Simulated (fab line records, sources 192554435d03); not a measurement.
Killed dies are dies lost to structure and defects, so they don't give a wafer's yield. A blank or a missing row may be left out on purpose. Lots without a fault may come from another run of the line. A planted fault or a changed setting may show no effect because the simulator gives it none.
Which tool did it? | flow n5_finfet | 9 lots, 27 wafers sampled, at 6 steps of a route of 1938

WHAT THE GAUGES READ, wafer by wafer
N5_BEOL_M4_RC_MEAS_101.
lot  | measured     | on        | DIBL_N (mV/V)
L533 | day 9 01:08  | prober-01 | 37.5 38.1 38.2
L535 | day 9 08:10  | prober-01 | 34.8 33.5 34.9
L540 | day 10 19:06 | prober-01 | 34.5 34.2 33.9
L543 | day 11 17:46 | prober-01 | 35.7 33.8 35.4
L544 | day 11 20:50 | prober-01 | 37.5 34.1 36.3
L548 | day 12 13:53 | prober-01 | 36.2 35.1 35.8
L550 | day 12 18:37 | prober-01 | 37.5 35.4 36.4
L553 | day 13 21:23 | prober-01 | 35.9 35.8 35.9
L555 | day 14 08:29 | prober-01 | 36.3 36.5 38.5

WHICH TOOL RAN EACH LOT (tool, then ch and the chambers of the sampled wafers, then the start)
lot  | N5_BEOL_M4_PECVD_72             | N5_BEOL_M4_ALD_84                   | N5_BEOL_M4_SPUTTER_90        | N5_BEOL_M4_ANNEAL_91         | N5_BEOL_M4_CMP_52
L533 | pecvd-03 ch 0,2, day 8 13:32    | ald_metal-04 ch 0,1,3, day 8 21:29  | pvd_sputter-02, day 8 23:22  | pvd_sputter-02, day 8 23:26  | cmp-04 ch 2,3, day 9 00:34
L535 | pecvd-01 ch 1,2, day 8 18:40    | ald_metal-01 ch 0,1, day 9 04:48    | pvd_sputter-02, day 9 06:24  | pvd_sputter-02, day 9 06:29  | cmp-03 ch 0,1,3, day 9 07:40
L540 | pecvd-01 ch 1,2, day 10 08:49   | ald_metal-01 ch 0,1, day 10 15:42   | pvd_sputter-03, day 10 17:20 | pvd_sputter-03, day 10 17:25 | cmp-02 ch 0,2,3, day 10 18:34
L543 | pecvd-03 ch 0,2, day 10 23:55   | ald_metal-04 ch 1,3, day 11 14:14   | pvd_sputter-01, day 11 15:52 | pvd_sputter-01, day 11 15:56 | cmp-03 ch 0,2, day 11 17:12
L544 | pecvd-03 ch 0,1, day 11 03:38   | ald_metal-01 ch 2,3, day 11 17:12   | pvd_sputter-02, day 11 18:55 | pvd_sputter-02, day 11 19:00 | cmp-04 ch 2,3, day 11 20:14
L548 | pecvd-03 ch 0,1,2, day 11 17:36 | ald_metal-01 ch 0,2,3, day 12 10:19 | pvd_sputter-02, day 12 12:07 | pvd_sputter-02, day 12 12:12 | cmp-02 ch 1,2,3, day 12 13:16
L550 | pecvd-02 ch 0,1,2, day 12 01:07 | ald_metal-04 ch 1,2,3, day 12 15:09 | pvd_sputter-03, day 12 16:51 | pvd_sputter-03, day 12 16:56 | cmp-02 ch 0,1,2, day 12 18:00
L553 | pecvd-03 ch 0,1, day 13 02:59   | ald_metal-02 ch 2,3, day 13 16:45   | pvd_sputter-01, day 13 19:15 | pvd_sputter-01, day 13 19:20 | cmp-03 ch 1,3, day 13 20:26
L555 | pecvd-02 ch 1,2, day 13 23:35   | ald_metal-02 ch 2,3, day 14 04:53   | pvd_sputter-02, day 14 06:37 | pvd_sputter-02, day 14 06:41 | cmp-02 ch 0,1,2, day 14 07:50
- N5_BEOL_M4_PECVD_72: deposits SiO2 from TEOS/O2, target thk 16 nm, time 18 s.
- N5_BEOL_M4_ALD_84: deposits TaN, pulse time 2 s, purge time 3 s, co reactant purge time 2 s.
- N5_BEOL_M4_SPUTTER_90: material Cu, target thk 4.5 nm, time 8.29 s.
- N5_BEOL_M4_ANNEAL_91: time 240 s.
- N5_BEOL_M4_CMP_52: polishes, stops on SiOC, t overpolish 6.8 s, target thk 40 nm.

THE ANSWER, worked out from the rows above alone
Rule: what is usual is taken from the lots themselves. Put in order of their means at a reading, lots are off if they are a third of the lots or fewer, leave a main group of 4 or more, and stand apart from it by a gap of 3 or more times the standard deviation of the main group's means; of several such gaps the widest counts. A main group whose means are all the same, to the digits that the tables above print for the reading, isn't used. A lot without any number at a reading at which 4 lots or more have one is off too. The other lots that the step has rows for count as sound.
No lot is off at any reading shown: from this, nothing can be told.

WHAT THE SIMULATOR HAD PUT IN
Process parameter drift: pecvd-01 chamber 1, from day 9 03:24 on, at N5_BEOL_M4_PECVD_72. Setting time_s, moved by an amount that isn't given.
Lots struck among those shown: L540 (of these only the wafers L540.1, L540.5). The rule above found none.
